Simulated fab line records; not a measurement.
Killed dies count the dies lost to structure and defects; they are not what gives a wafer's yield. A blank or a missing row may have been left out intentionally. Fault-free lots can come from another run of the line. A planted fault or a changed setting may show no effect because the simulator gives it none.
Which tool is to blame?    flow n5 finfet    12 lots, 36 wafers sampled, at 4 steps of a route of 1938

## WHAT EACH GAUGE READ, for each wafer
N5_BEOL_M7_OVL_MEAS_12. Usual: M7_OVL 0.0 nm, standard deviation 0.77.
lot   measured      on          M7_OVL (nm)     flag
L716  day 9 05:04   overlay-02  0.5 0.9 -0.2    
L719  day 10 00:19  overlay-02  0.9 1.4 -0.1    
L720  day 10 05:45  overlay-01  1.6 0.9 0.0     
L722  day 10 15:30  overlay-02  -0.9 -0.1 -0.5  
L721  day 10 23:26  overlay-01  0.8 1.2 1.1     
L725  day 11 04:56  overlay-01  0.8 -1.1 -0.1   
L727  day 12 05:46  overlay-02  -0.2 -0.9 0.0   
L730  day 12 19:50  overlay-01  0.3 -0.6 0.9    
L732  day 13 03:07  overlay-01  0.9 -0.2 -0.5   
L736  day 13 23:07  overlay-02  -0.7 -0.1 0.5   
L737  day 14 18:09  overlay-01  -0.1 -0.3 0.7   
L739  day 15 06:58  overlay-02  -0.6 -0.3 -1.3  

N5_BEOL_M7_CD_MEAS_18: pitch 80 nm, target cd 40 nm. Usual: 40.0 nm for cd nm, sd 0.53.
lot   measured      on         cd nm (nm)      flag
L716  day 9 05:35   cd sem-01  40.2 39.9 40.1  
L719  day 10 00:50  cd sem-03  39.9 39.9 40.3  
L720  day 10 06:19  cd sem-02  39.0 39.8 39.6  
L722  day 10 16:01  cd sem-02  40.7 39.8 39.3  
L721  day 11 00:06  cd sem-02  39.6 39.8 39.9  
L725  day 11 05:27  cd sem-01  40.7 39.0 40.0  
L727  day 12 06:30  cd sem-02  39.6 39.5 39.8  
L730  day 12 20:52  cd sem-01  40.2 39.9 40.5  
L732  day 13 03:38  cd sem-01  40.0 39.0 39.8  
L736  day 13 23:38  cd sem-01  39.3 40.3 40.0  
L737  day 14 19:01  cd sem-03  40.7 40.4 40.7  
L739  day 15 07:30  cd sem-01  39.2 40.9 40.1  

N5_BEOL_M7_OVL_MEAS_29. Usual: V6_OVL -0.1 nm, standard deviation 0.71.
lot   measured      on          V6_OVL (nm)     flag
L716  day 9 08:20   overlay-01  0.1 0.2 -0.8    
L719  day 10 01:43  overlay-01  -1.2 -0.4 -0.4  
L720  day 10 07:32  overlay-02  0.5 1.1 0.5     
L722  day 10 17:20  overlay-02  -0.3 0.5 0.0    
L721  day 11 01:04  overlay-01  -1.0 -1.2 -0.9  
L725  day 11 07:14  overlay-01  0.0 0.3 0.6     
L727  day 12 09:30  overlay-01  0.8 -1.2 -0.3   
L730  day 12 21:40  overlay-01  -0.1 -0.3 -1.2  
L732  day 13 05:59  overlay-01  -0.3 0.5 0.6    
L736  day 14 00:38  overlay-01  -0.2 0.1 -0.4   
L737  day 14 19:29  overlay-02  -0.8 -0.6 0.4   
L739  day 15 10:09  overlay-02  -0.9 -0.8 -0.9  

## EACH LOT AND THE TOOL THAT RAN IT (in order: tool; ch and the chambers of the sampled wafers; start)
lot   N5_BEOL_M7_COAT_71
L716  litho track-05 ch 0, day 9 07:54
L719  litho track-05 ch 0, day 10 01:25
L720  litho track-05 ch 0, day 10 07:14
L722  litho track-04 ch 0, day 10 17:03
L721  litho track-03 ch 0, day 11 00:38
L725  litho track-05 ch 0, day 11 06:55
L727  litho track-05 ch 0, day 12 09:12
L730  litho track-03 ch 0, day 12 21:22
L732  litho track-05 ch 0, day 13 05:39
L736  litho track-05 ch 0, day 14 00:20
L737  litho track-04 ch 0, day 14 19:04
L739  litho track-04 ch 0, day 15 09:42
- N5_BEOL_M7_COAT_71: time 60 s, resist thk 5 nm.

## WHAT THE TOOLS THEMSELVES READ (means of the sampled wafers that have a number; where no wafer has one, the mark that the record gives instead)
N5_BEOL_M7_COAT_71. Usual: heater power total W 391.8 W, standard deviation 1.4; resist line temp C 23.01 C, standard deviation 0.098; spin speed rpm 1499.8 rpm, standard deviation 1.
lot   tool            heater power total W (W)  resist line temp C (C)  spin speed rpm (rpm)  flag
L716  litho track-05  392.0                     23.07                   1500.9                
L719  litho track-05  392.0                     23.04                   1499.0                
L720  litho track-05  393.6                     22.95                   1499.7                
L722  litho track-04  390.5                     22.95                   1499.0                
L721  litho track-03  392.5                     23.07                   1499.6                
L725  litho track-05  392.0                     22.99                   1500.3                
L727  litho track-05  391.6                     22.92                   1499.5                
L730  litho track-03  393.6                     23.13                   1498.2                
L732  litho track-05  392.6                     23.15                   1571.9                OFF
L736  litho track-05  391.1                     23.14                   1570.9                OFF
L737  litho track-04  392.2                     23.12                   1500.6                
L739  litho track-04  393.2                     22.93                   1499.9                

## THE ANSWER, worked out from the rows above alone
Rule: a lot counts as off when the mean over its wafers that have a number is more than 3 standard deviations away from the usual mean. A lot without any number at a reading at which 4 lots or more have one is off too. All remaining lots with rows at the step are treated as sound. First the gauges in route order, then the tools' own readings, where a lot's mean is used as printed above. At the first step where some lot is off, the reading lying furthest off is the one used; lots without a number count as furthest.
Off: L732, L736, at N5_BEOL_M7_COAT_71 (spin speed rpm).
A tool fits if, at that step or a process step before it, it ran every lot that is off, and no sound lot after the first of them. One fits: N5_BEOL_M7_COAT_71 on litho track-05. Its last sound lot is L727 (day 12 09:12), its first lot that is off L732 (day 13 05:39): a fault that began between those two fits.
The tool's own readings at N5_BEOL_M7_COAT_71 bear it out: on the lots that are off they differ by more than 5 times the standard deviation of the sound lots' means. spin speed rpm reads 1571.4 rpm there against 1499.7 rpm on the sound lots.

## WHAT HAD BEEN PUT IN BY THE SIMULATOR
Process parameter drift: litho track-05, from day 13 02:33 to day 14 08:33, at N5_BEOL_M7_COAT_71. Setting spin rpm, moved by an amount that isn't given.
Lots struck among those shown: L732, L736. The rule above reached the same finding.
